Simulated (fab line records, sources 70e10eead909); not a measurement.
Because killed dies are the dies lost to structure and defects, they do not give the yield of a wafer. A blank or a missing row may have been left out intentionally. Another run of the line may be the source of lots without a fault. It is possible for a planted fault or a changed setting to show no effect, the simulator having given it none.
The tool behind it: which one? ; flow nand_harc ; 15 lots with 45 wafers sampled at 5 steps, on a route of 1302 steps

== WHAT EACH GAUGE READ, for each wafer ==
NHARC_P_CONTACT_CD_MEAS_12: the cd target is 90 nm.
lot;measured;on;cd_nm (nm)
L771;day 6 00:07;cd_sem-01;89.3 90.9 90.0
L773;day 6 18:44;cd_sem-01;91.2 91.4 89.9
L774;day 7 09:01;cd_sem-01;90.4 89.4 90.2
L775;day 7 15:20;cd_sem-03;89.0 89.6 90.7
L777;day 8 07:42;cd_sem-03;89.6 89.9 89.7
L778;day 8 22:50;cd_sem-03;91.2 90.3 89.5
L779;day 9 14:47;cd_sem-03;127.3 126.6 128.2
L780;day 9 20:00;cd_sem-01;127.2 127.8 127.2
L781;day 10 10:53;cd_sem-03;120.3 120.0 120.9
L788;day 12 23:02;cd_sem-02;90.4 90.3 90.2
L789;day 13 12:42;cd_sem-02;90.3 89.7 89.2
L790;day 13 21:22;cd_sem-03;89.6 90.2 89.8
L791;day 14 08:33;cd_sem-02;89.6 91.3 91.0
L792;day 14 14:47;cd_sem-01;89.0 89.5 88.8
L793;day 15 06:27;cd_sem-01;88.9 88.9 88.9

NHARC_P_CONTACT_OVL_MEAS_13.
lot;measured;on;overlay_x_nm (nm);overlay_y_nm (nm)
L771;day 6 00:13;overlay-01;-0.1 -0.1 -0.1;-0.4 0.4 -0.1
L773;day 6 18:49;overlay-01;-0.1 0.5 0.4;0.9 0.7 0.6
L774;day 7 09:06;overlay-02;0.8 0.7 1.0;-1.0 -1.0 -1.2
L775;day 7 15:26;overlay-02;0.2 1.3 0.7;-1.3 -1.1 -1.2
L777;day 8 07:47;overlay-02;-1.8 -1.0 -1.3;-0.7 -1.0 -0.6
L778;day 8 22:56;overlay-01;-0.7 -0.3 -0.8;1.1 0.3 0.3
L779;day 9 14:52;overlay-02;0.2 -0.1 -0.6;-0.8 -1.0 -0.7
L780;day 9 20:05;overlay-01;-0.1 -0.3 0.0;0.0 -0.1 -0.2
L781;day 10 10:58;overlay-01;0.6 0.2 0.0;-0.3 -0.5 0.1
L788;day 12 23:07;overlay-01;0.2 0.4 0.2;-1.0 -0.2 -0.8
L789;day 13 12:47;overlay-02;2.3 1.8 1.9;-0.1 0.2 -0.9
L790;day 13 21:28;overlay-01;-0.9 -0.9 -0.9;-0.7 -0.5 -0.7
L791;day 14 08:38;overlay-01;-1.1 -1.1 -1.2;-0.8 -0.1 -0.5
L792;day 14 14:52;overlay-01;0.4 0.7 0.5;-1.4 -0.9 -0.4
L793;day 15 06:32;overlay-01;0.4 0.5 0.2;-1.5 -1.4 -1.1

NHARC_P_CONTACT_CD_MEAS_19.
lot;measured;on;cd_nm (nm)
L771;day 6 01:11;cd_sem-03;93.9 90.4 88.1
L773;day 6 19:47;cd_sem-01;93.0 89.5 87.9
L774;day 7 10:04;cd_sem-03;88.0 87.9 86.5
L775;day 7 16:24;cd_sem-02;90.8 90.8 87.8
L777;day 8 08:45;cd_sem-03;89.4 89.9 92.0
L778;day 8 23:54;cd_sem-01;89.7 89.8 89.9
L779;day 9 15:50;cd_sem-03;124.8 128.2 127.6
L780;day 9 21:04;cd_sem-03;126.9 125.9 126.4
L781;day 10 11:56;cd_sem-02;119.2 120.6 120.5
L788;day 13 00:05;cd_sem-03;91.6 87.5 86.0
L789;day 13 13:45;cd_sem-01;89.4 95.0 88.3
L790;day 13 22:26;cd_sem-02;92.7 92.1 90.2
L791;day 14 09:37;cd_sem-03;89.8 89.8 89.6
L792;day 14 15:50;cd_sem-01;88.0 91.2 91.9
L793;day 15 07:31;cd_sem-01;87.3 89.7 93.8

== WHICH TOOL RAN EACH LOT (tool, then ch and the chambers of the sampled wafers, then the start) ==
lot;NHARC_P_CONTACT_PEB_10;NHARC_P_CONTACT_ETCH_36
L771;litho_track-04 ch 0, day 6 00:02;rie_diel-11 ch 0,1,2, day 6 01:11 or earlier
L773;litho_track-01 ch 0, day 6 18:39;rie_diel-08 ch 1,2, day 6 19:47 or earlier
L774;litho_track-06 ch 0, day 7 08:56;rie_diel-06 ch 1,3, day 7 10:04 or earlier
L775;litho_track-06 ch 0, day 7 15:16;rie_diel-06 ch 0,2,3, day 7 16:24 or earlier
L777;litho_track-06 ch 0, day 8 07:37;rie_diel-08 ch 1,2, day 8 08:45 or earlier
L778;litho_track-06 ch 0, day 8 22:46;rie_diel-06 ch 2,3, day 8 23:54 or earlier
L779;litho_track-06 ch 0, day 9 14:42;rie_diel-08 ch 0,2,3, day 9 15:50 or earlier
L780;litho_track-06 ch 0, day 9 19:55;rie_diel-08 ch 0,2,3, day 9 21:04 or earlier
L781;litho_track-06 ch 0, day 10 10:48;rie_diel-08 ch 1,2, day 10 11:56 or earlier
L788;litho_track-04 ch 0, day 12 22:57;rie_diel-06 ch 0,1,3, day 13 00:05 or earlier
L789;litho_track-04 ch 0, day 13 12:37;rie_diel-06 ch 0,2,3, day 13 13:45 or earlier
L790;litho_track-06 ch 0, day 13 21:17;rie_diel-11 ch 2,3, day 13 22:26 or earlier
L791;litho_track-04 ch 0, day 14 08:28;rie_diel-08 ch 2,3, day 14 09:37 or earlier
L792;litho_track-06 ch 0, day 14 14:42;rie_diel-06 ch 0,2,3, day 14 15:50 or earlier
L793;litho_track-06 ch 0, day 15 06:22;rie_diel-11 ch 0,2,3, day 15 07:31 or earlier
- NHARC_P_CONTACT_PEB_10: peb time 65 s.
- NHARC_P_CONTACT_ETCH_36: etches the open film in N2/H2, target depth 260 nm, time 406.25 s.

== WHAT THE TOOLS THEMSELVES READ (means of the sampled wafers that have a number; where no wafer has one, the mark that the record gives instead) ==
NHARC_P_CONTACT_PEB_10.
lot;tool;chill_plate_temp_C (C);heater_power_total_W (W);plate_temp_C (C);resist_line_temp_C (C)
L771;litho_track-04;22.87;157.1;100.10;23.00
L773;litho_track-01;22.88;156.9;99.81;22.94
L774;litho_track-06;22.90;156.2;100.00;23.01
L775;litho_track-06;23.10;156.4;99.83;23.06
L777;litho_track-06;23.01;156.9;100.11;23.08
L778;litho_track-06;23.08;156.7;99.98;23.01
L779;litho_track-06;23.04;188.3;114.41;23.07
L780;litho_track-06;22.91;188.0;114.42;23.06
L781;litho_track-06;23.04;188.3;114.45;22.95
L788;litho_track-04;23.03;156.8;100.06;22.88
L789;litho_track-04;22.91;156.4;100.02;23.17
L790;litho_track-06;22.95;156.5;100.08;22.95
L791;litho_track-04;23.01;156.9;99.97;23.02
L792;litho_track-06;22.94;156.7;99.93;23.21
L793;litho_track-06;23.04;157.0;99.88;23.03

NHARC_P_CONTACT_ETCH_36.
lot;tool;drypump_motor_current_A (A);oes_product_au (a.u.);rf_vpp_V (V);showerhead_plenum_p_Torr (Torr);throttle_valve_pct (%)
L771;rie_diel-11;5.8;0.999;430.0;2.03;14.167
L773;rie_diel-08;5.2;1.014;428.3;1.98;14.174
L774;rie_diel-06;5.4;1.013;433.5;2.13;14.173
L775;rie_diel-06;5.6;1.010;429.2;1.99;14.177
L777;rie_diel-08;5.3;1.014;428.6;1.96;14.176
L778;rie_diel-06;5.6;1.005;428.9;1.99;14.168
L779;rie_diel-08;5.6;1.016;429.3;2.02;14.165
L780;rie_diel-08;5.6;1.018;429.9;2.02;14.170
L781;rie_diel-08;5.2;1.007;429.5;1.98;14.166
L788;rie_diel-06;5.4;1.009;430.6;2.03;14.174
L789;rie_diel-06;5.6;1.016;428.7;1.99;14.168
L790;rie_diel-11;5.5;0.997;428.4;1.94;14.169
L791;rie_diel-08;5.6;1.017;431.0;2.07;14.167
L792;rie_diel-06;5.6;1.003;428.4;1.99;14.171
L793;rie_diel-11;5.7;1.008;428.8;1.96;14.166

== THE ANSWER, worked out from the rows above alone ==
Rule: the lots themselves supply what counts as usual. The widest of any qualifying gaps counts: lots, ordered by their means at a reading, are off when they make up no more than a third of the lots, leave a main group of 4 or more, and stand apart from it by 3 or more times the standard deviation of that group's means. A main group is skipped when, at the precision printed for the reading in the tables above, its means are all equal. Also off: a lot with no number at a reading for which 4 or more lots have one. All remaining lots with rows at the step are treated as sound. First the gauges in route order, then the tools' own readings, where a lot's mean is used as printed above. The first step at which some lot is off is used, and at that step the reading that is off furthest; a lot without a number counts as furthest.
Off, at NHARC_P_CONTACT_CD_MEAS_12 on cd_nm: L779, L780, L781. For the main group the mean is 89.9 nm and the standard deviation 0.54.
If a tool, at a process step before that reading, ran all the lots that are off and no sound lot after the first of them, it fits. Not tried: the gauges at NHARC_P_CONTACT_CD_MEAS_12; whatever is off there is also off at NHARC_P_CONTACT_PEB_10, on other tools, and gauge error can't account for it. None of those tried fits.

== WHAT WAS PUT IN BY THE SIMULATOR ==
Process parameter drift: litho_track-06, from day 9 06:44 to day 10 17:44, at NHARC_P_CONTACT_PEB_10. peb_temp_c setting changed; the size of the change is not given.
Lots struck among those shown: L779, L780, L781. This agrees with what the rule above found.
